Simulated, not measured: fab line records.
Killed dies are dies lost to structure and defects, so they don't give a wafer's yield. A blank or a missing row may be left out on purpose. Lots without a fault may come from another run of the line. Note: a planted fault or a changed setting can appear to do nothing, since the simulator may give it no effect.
Problem report, 8D (eight disciplines) form, completed by code    flow n5Finfet    the parts of the form that need people (team, actions taken, sign-off) are left out

## 1. PROBLEM STATEMENT
Wafers with no fault read 2.2 with a standard deviation of 1.5, whereas rawDefectCount at N5_PASSIVATION_INSPECT_67 reads a mean of 223.0 on 1 wafer of 1 lot. So: +99 or more standard deviations from the usual mean.
The step: inspects for defects (macro).
First seen on wafer L354.3, day 18 03:06, on defectInspect-02. At this step, 15 wafers from 5 lots have a number in the record. The rule behind "out" and "out of limits": a value lying over 4 standard deviations away from the usual mean. All remaining wafers that have a number are taken as sound.

## 2. WHAT IT IS; WHAT IT IS NOT
question                     is                 is not
which readings at this step  rawDefectCount     -
which lots                   L354               L345, L348, L358, L365
which wafers of those lots   L354.3             L354.1, L354.6
read on which gauges         defectInspect-02   defectInspect-01
when                         from day 18 03:06  up to then (8 sound wafers); but 6 sound wafers of L358, L365 came after

## 3. SUSPECTS, AND WHAT RULES EACH OUT
Counting: if a tool at a process step up to the reading ran every lot that is out, it stays a suspect. Sound lots after the first of them don't rule it out here, since some wafers of a struck lot are sound.
- ruled out: the gauge at N5_PASSIVATION_INSPECT_67. All the wafers that are out were read on defectInspect-02, but those of them that N5_PASSIVATION_PROBE_49 has rows for are out there too, on other tools.
- rieDiel-05 at N5_PASSIVATION_DESCUM_32 (chemistry O2, time 7.9 s): kept. It processed L354, the lot that is out, at day 18 01:16, and its most recent sound lot before then was L345 at day 15 08:46.
- rieMetal-01 at N5_PASSIVATION_AL_ETCH_33 (etches Al in Cl2/BCl3, stops on TaN, target depth 2800 nm, time 466.7 s): kept. It ran the lot that is out, L354 (day 18 01:21).
- rieMetal-01 at N5_PASSIVATION_ETCH_59 (etches TaN in Cl2/BCl3, target depth 65 nm, time 34.9 s): kept. It ran the lot that is out, L354 (day 18 01:45).
- rieDiel-03 at N5_PASSIVATION_STRIP_34 (strips in O2): kept. It ran the lot that is out, L354 (day 18 01:52).
- pecvd-01 at N5_PASSIVATION_PECVD_53 (deposits SiO2 from TEOS/O2, target thk 800 nm, time 169.4 s): kept. It processed L354, the lot that is out, at day 18 02:22, and its most recent sound lot before then was L345 at day 15 09:52.
- At N5_PASSIVATION_AL_ETCH_33 on rieMetal-01, chamber 1 took the sound wafers of the same lots and chamber 0 took the wafers that are out.
- At N5_PASSIVATION_ETCH_59 on rieMetal-01, chamber 1 took the sound wafers of the same lots and chamber 0 took the wafers that are out.
Left after counting: rieDiel-05 at N5_PASSIVATION_DESCUM_32, rieMetal-01 at N5_PASSIVATION_AL_ETCH_33, rieMetal-01 at N5_PASSIVATION_ETCH_59, rieDiel-03 at N5_PASSIVATION_STRIP_34, pecvd-01 at N5_PASSIVATION_PECVD_53.

## 4. THE CAUSE (what the simulator had put in)
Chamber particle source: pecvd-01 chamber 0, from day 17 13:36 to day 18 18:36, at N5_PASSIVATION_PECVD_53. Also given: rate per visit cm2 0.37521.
Of the 5 suspects that counting leaves, this tool is one.

## 5. THE EFFECT CHAIN, in route order
One row per reading whose mean, taken over the struck wafers that have a number, lies over 3 standard deviations from the usual. Readings are gone through only where the record gives a usual standard deviation; hours: the median, over the lots, of the time from a lot's start at the first step in this table giving one to that lot's start at this step; sigmas: the change measured in usual standard deviations.
hours  step                       reading              usual   on struck wafers  change  sigmas
0      N5_PASSIVATION_INSPECT_67  rawDefectCount       2.2     223.0             +220.8  +99 or more
3      N5_PASSIVATION_PROBE_49    defectLimitedYield   90.9 %  85.2              -5.7    -4.1
3      N5_PASSIVATION_PROBE_49    killedAtOther        3.3     90.0              +86.7   +35
3      N5_PASSIVATION_PROBE_49    killedDies           107     175               +68     +4.2
3      N5_PASSIVATION_PROBE_49    sort_bin_5_function  5.3 %   8.7               +3.4    +3.6
3      N5_PASSIVATION_PROBE_49    sortNPass            1073    1005              -68     -4.2
3      N5_PASSIVATION_PROBE_49    sortYieldPct         90.9 %  85.2              -5.7    -4.1
It contains these process steps:
- N5_PASSIVATION_PROBE_49

## 6. WHAT WOULD HAVE CAUGHT IT SOONER
Counted from the fault's start at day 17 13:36, it took 14 hours until the first out-of-limits reading at a measuring or inspecting step in this record, taken at day 18 03:06.
Lots out: 1; all had begun N5_PASSIVATION_PECVD_53 on pecvd-01 by day 18 03:06. Holding the tool at that point would not have protected any of them.
